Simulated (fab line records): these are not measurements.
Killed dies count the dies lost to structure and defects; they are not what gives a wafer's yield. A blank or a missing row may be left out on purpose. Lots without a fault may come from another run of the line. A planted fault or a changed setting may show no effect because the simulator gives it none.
Chamber matching / flow n5 finfet / rie diel-01 running N5_BEOL_M6_STRIP_19: 4 sister chambers
The step strips in O2. 8 wafers are shown with their chamber, then 8 later ones without.

## WAFERS WITH THEIR CHAMBER
wafer=L074.4; chamber=2; showerhead plenum p Torr (Torr)=2.11; drypump motor current A (A)=5.6
wafer=L078.3; chamber=2; showerhead plenum p Torr (Torr)=2.11; drypump motor current A (A)=5.7
wafer=L081.1; chamber=1; showerhead plenum p Torr (Torr)=2.25; drypump motor current A (A)=5.0
wafer=L085.2; chamber=0; showerhead plenum p Torr (Torr)=2.02; drypump motor current A (A)=6.2
wafer=L085.4; chamber=1; showerhead plenum p Torr (Torr)=2.25; drypump motor current A (A)=5.0
wafer=L087.1; chamber=0; showerhead plenum p Torr (Torr)=2.02; drypump motor current A (A)=6.2
wafer=L087.5; chamber=3; showerhead plenum p Torr (Torr)=2.02; drypump motor current A (A)=6.2
wafer=L088.1; chamber=3; showerhead plenum p Torr (Torr)=2.01; drypump motor current A (A)=6.2

## WAFERS MISSING THEIR CHAMBER
wafer=L088.3; showerhead plenum p Torr (Torr)=2.10; drypump motor current A (A)=5.6
wafer=L088.6; showerhead plenum p Torr (Torr)=2.10; drypump motor current A (A)=5.6
wafer=L091.2; showerhead plenum p Torr (Torr)=2.10; drypump motor current A (A)=5.6
wafer=L091.4; showerhead plenum p Torr (Torr)=2.02; drypump motor current A (A)=6.2
wafer=L091.5; showerhead plenum p Torr (Torr)=2.10; drypump motor current A (A)=5.7
wafer=L097.2; showerhead plenum p Torr (Torr)=2.09; drypump motor current A (A)=5.6
wafer=L097.3; showerhead plenum p Torr (Torr)=2.01; drypump motor current A (A)=6.2
wafer=L097.5; showerhead plenum p Torr (Torr)=2.01; drypump motor current A (A)=6.2

## WHICH CHAMBER EACH ONE RAN IN
wafer=L088.3; from the rows above=2; in truth=2
wafer=L088.6; from the rows above=2; in truth=2
wafer=L091.2; from the rows above=2; in truth=2
wafer=L091.4; from the rows above=can't be placed: 0 or 3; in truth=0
wafer=L091.5; from the rows above=2; in truth=2
wafer=L097.2; from the rows above=2; in truth=2
wafer=L097.3; from the rows above=can't be placed: 3 or 0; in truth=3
wafer=L097.5; from the rows above=can't be placed: 3 or 0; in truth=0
5 of 8 placed correctly. Unplaceable from these rows: 3, with the true chamber sitting among the candidates in 3. Placed wrongly: 0.
How it was worked out, from the rows above alone: a wafer's distance from a chamber is the root of the sum, over the readings, of the square of ((its reading less the chamber's mean) divided by the reading's scatter). If the next closest chamber is less than 2 further off than the closest, the wafer can't be placed; otherwise it belongs to the closest. A chamber's mean is the mean of its shown wafers. The scatter: the root of (the sum of the squares of (reading less its chamber's mean) over the shown wafers, divided by (wafers less chambers)).
